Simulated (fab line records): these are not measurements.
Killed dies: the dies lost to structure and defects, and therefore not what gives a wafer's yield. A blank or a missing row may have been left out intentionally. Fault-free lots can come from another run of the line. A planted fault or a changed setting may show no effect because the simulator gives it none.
Chamber matching | flow nandHarc | NHARC_A_STAIRCASE_DEP_259 on pecvd-02: 3 sister chambers
The step deposits SiON, target thk 30 nm. 6 wafers are shown with their chamber, then 8 later ones without.

== WAFERS PAIRED WITH THEIR CHAMBERS ==
wafer  | chamber | heaterPowerW (W)
L739.1 | 1       | 700
L739.6 | 0       | 784
L738.1 | 2       | 981
L738.3 | 1       | 612
L738.6 | 2       | 976
L740.1 | 0       | 746

== WAFERS WITHOUT THEIR CHAMBER ==
wafer  | heaterPowerW (W)
L740.4 | 687
L740.5 | 966
L742.2 | 696
L742.3 | 741
L742.4 | 703
L743.1 | 768
L743.2 | 919
L743.4 | 712

== CHAMBER TAKEN BY EACH ==
wafer  | from the rows above     | in truth
L740.4 | can't be placed: 1 or 0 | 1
L740.5 | 2                       | 2
L742.2 | can't be placed: 1 or 0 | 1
L742.3 | can't be placed: 0 or 1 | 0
L742.4 | can't be placed: 1 or 0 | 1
L743.1 | 0                       | 0
L743.2 | 2                       | 2
L743.4 | can't be placed: 0 or 1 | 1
Correctly placed: 3 of 8. From these rows, 5 cannot be placed; in 5 the true chamber is one of the candidates. 0 placed wrongly.
How it was worked out, from the rows above alone: a wafer's distance from a chamber is the root of the sum, over the readings, of the square of ((its reading less the chamber's mean) divided by the reading's scatter). If the next closest chamber is less than 2 further off than the closest, the wafer can't be placed; otherwise it belongs to the closest. For every chamber, the mean is computed from those of its wafers that are shown. How the scatter is found: for the shown wafers, subtract from each reading the mean of its chamber, square and add these, divide the total by (wafers less chambers), then take the root.
